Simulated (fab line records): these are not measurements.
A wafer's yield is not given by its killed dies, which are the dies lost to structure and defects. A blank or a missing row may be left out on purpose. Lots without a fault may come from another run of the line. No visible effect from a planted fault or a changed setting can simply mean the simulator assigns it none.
3 desks looking at one fault | flow n5Finfet | every desk sees just its own numbers, and what lay behind them comes last

TOOL OWNER'S DESK, rieDiel-01
The tool's own readings at N5_BEOL_M14_ETCH_68 (etches SOC in N2/H2, time 450 s): means of the sampled wafers that have a number, for each lot that ran on this tool. Marked OUT: a lot whose mean sits more than 4 standard deviations from the usual mean, which makes it out of limits; the brackets give that distance.
Columns: A = drypumpMotorCurrentA at N5_BEOL_M14_ETCH_68, usual 5.8 A; B = oesProductAu at N5_BEOL_M14_ETCH_68, usual 0.84 a.u.; C = rfVppV at N5_BEOL_M14_ETCH_68, usual 524.1 V; D = runLengthS at N5_BEOL_M14_ETCH_68, usual 473.3 s; E = showerheadPlenumPTorr at N5_BEOL_M14_ETCH_68, usual 2.55 Torr; F = throttleValvePct at N5_BEOL_M14_ETCH_68, usual 17.75 %
lot  | first seen here | A   | B    | C     | D                       | E    | F
L184 | day 12 15:22    | 6.3 | 0.90 | 523.4 | 473.2                   | 2.57 | 17.61
L190 | day 14 00:17    | 5.8 | 0.91 | 523.4 | 472.9                   | 2.53 | 17.66
L191 | day 14 11:10    | 5.8 | 0.87 | 523.4 | 539.4 (+99 or more) OUT | 2.53 | 17.62
L193 | day 15 01:04    | 5.8 | 0.88 | 522.6 | 506.2 (+99 or more) OUT | 2.53 | 17.66
This desk finds L191, L193 out of limits, L191 being first, at day 14 11:10 (runLengthS at N5_BEOL_M14_ETCH_68). L184, L190: within limits.

AT THE METROLOGY DESK
Lot by lot, what the gauges showed, no matter which tool ran the lot: averages of those sampled wafers that carry a number. Marked OUT: a lot whose mean sits more than 4 standard deviations from the usual mean, which makes it out of limits; the brackets give that distance.
Columns: A = cdNm at N5_BEOL_M14_CD_MEAS_28, usual 284.8 nm; B = M14_OVL at N5_BEOL_M14_OVL_MEAS_29, usual 2 nm
lot  | first seen here | A     | B
L184 | day 12 15:06    | 282.4 | 6
L188 | day 13 15:55    | 284.8 | 3
L190 | day 13 23:59    | 283.6 | 5
L191 | day 14 10:52    | 285.0 | -5
L193 | day 15 00:01    | 285.5 | 6
L201 | day 17 12:53    | 283.9 | -2
Finding of this desk: none of the 6 lots has anything out of limits.

THE DEFECT DESK
Inspection counts along the route, by lot: the mean over sampled wafers that carry a number. Marked OUT: a lot whose mean sits more than 4 standard deviations from the usual mean, which makes it out of limits; the brackets give that distance.
Columns: A = rawDefectCount at N5_BEOL_M14_INSPECT_30, usual 2.0
lot  | first seen here | A
L184 | day 12 15:09    | 2.0
L188 | day 13 15:59    | 2.7
L190 | day 14 00:02    | 3.3
L191 | day 14 10:55    | 1.7
L193 | day 15 00:04    | 1.7
L201 | day 17 12:57    | 2.7
Finding of this desk: none of the 6 lots has anything out of limits.

BROUGHT TOGETHER
At day 14 11:10, on L191, L193, the tool owner's desk was in a position to raise an alarm.
Metrology desk: nothing out of limits seen.
No out-of-limits result turned up at the defect desk.
The metrology desk holds a record of L191, L193, inside its limits.
The defect desk has L191, L193 on record, within its limits.
N5_BEOL_M14_ETCH_68 was run on rieDiel-01 by each of the lots named.

WHAT WAS PUT IN BY THE SIMULATOR
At N5_BEOL_M14_ETCH_68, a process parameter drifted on rieDiel-01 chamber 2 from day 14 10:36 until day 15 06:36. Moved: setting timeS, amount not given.
Shown lots that were struck: L191, L193.
Time in hours from fault onset to the first out-of-limits reading at each desk: the tool owner's desk, 1.
